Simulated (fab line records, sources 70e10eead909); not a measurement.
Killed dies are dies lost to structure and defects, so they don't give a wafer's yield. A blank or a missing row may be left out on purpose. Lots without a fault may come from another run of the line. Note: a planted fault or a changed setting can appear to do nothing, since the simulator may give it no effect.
Matching of chambers | flow nand-harc | NHARC_A_STAIRCASE_ETCHBACK_422 on rie-diel-13 has 4 sister chambers
The step etches the open film in CH3F/O2, target depth 40 nm, time 74.286 s. 16 wafers are shown with their chamber, then 8 later ones without.

== WAFERS, EACH WITH ITS CHAMBER ==
wafer  | chamber | drypump-motor-current-A (A) | showerhead-plenum-p-Torr (Torr) | rf-vpp-V (V)
L783.2 | 0       | 5.9                         | 2.44                            | 245.3
L783.4 | 3       | 6.0                         | 2.29                            | 241.9
L783.6 | 1       | 5.8                         | 2.34                            | 241.8
L784.1 | 0       | 5.9                         | 2.44                            | 245.3
L784.2 | 3       | 6.1                         | 2.28                            | 242.4
L784.4 | 2       | 5.2                         | 2.63                            | 246.8
L787.2 | 3       | 6.1                         | 2.28                            | 242.3
L787.4 | 2       | 5.2                         | 2.63                            | 246.2
L787.5 | 3       | 6.1                         | 2.28                            | 241.5
L793.2 | 0       | 5.9                         | 2.43                            | 246.4
L793.3 | 1       | 5.8                         | 2.33                            | 242.2
L793.4 | 3       | 6.1                         | 2.27                            | 241.9
L792.1 | 3       | 6.1                         | 2.27                            | 240.9
L792.2 | 0       | 5.9                         | 2.43                            | 244.2
L792.4 | 2       | 5.2                         | 2.62                            | 247.6
L802.1 | 0       | 5.9                         | 2.43                            | 244.6

SIGNATURES (means of the wafers above)
reading                  | chamber 0 | chamber 1 | chamber 2 | chamber 3 | scatter within a chamber
drypump-motor-current-A  | 5.900     | 5.800     | 5.200     | 6.083     | 0.0264
showerhead-plenum-p-Torr | 2.4340    | 2.3350    | 2.6267    | 2.2783    | 0.00658
rf-vpp-V                 | 245.160   | 242.000   | 246.867   | 241.817   | 0.671
Rule: a wafer's distance from a chamber is the root of the sum, over the readings, of the square of ((its reading less the chamber's mean) divided by the reading's scatter). If the next closest chamber is less than 2 further off than the closest, the wafer can't be placed; otherwise it belongs to the closest. The scatter: take each reading less its chamber's mean, square it, sum over the shown wafers, divide by the number of wafers less the number of chambers, and take the root.

== WAFERS WITH NO CHAMBER GIVEN ==
wafer  | drypump-motor-current-A (A) | showerhead-plenum-p-Torr (Torr) | rf-vpp-V (V)
L802.5 | 5.9                         | 2.43                            | 244.3
L802.6 | 5.8                         | 2.33                            | 243.6
L799.2 | 6.1                         | 2.27                            | 241.1
L799.3 | 5.2                         | 2.61                            | 246.8
L799.5 | 5.9                         | 2.43                            | 244.1
L801.1 | 5.1                         | 2.61                            | 246.3
L801.4 | 5.9                         | 2.43                            | 243.9
L801.6 | 6.1                         | 2.27                            | 241.4

== WHICH CHAMBER EACH WENT THROUGH ==
wafer  | from the rows above | in truth
L802.5 | 0                   | 0
L802.6 | 1                   | 1
L799.2 | 3                   | 3
L799.3 | 2                   | 2
L799.5 | 0                   | 0
L801.1 | 2                   | 2
L801.4 | 0                   | 0
L801.6 | 3                   | 3
Correctly placed: 8 of 8. Left unplaced by these rows: 0. Placed wrongly: 0.
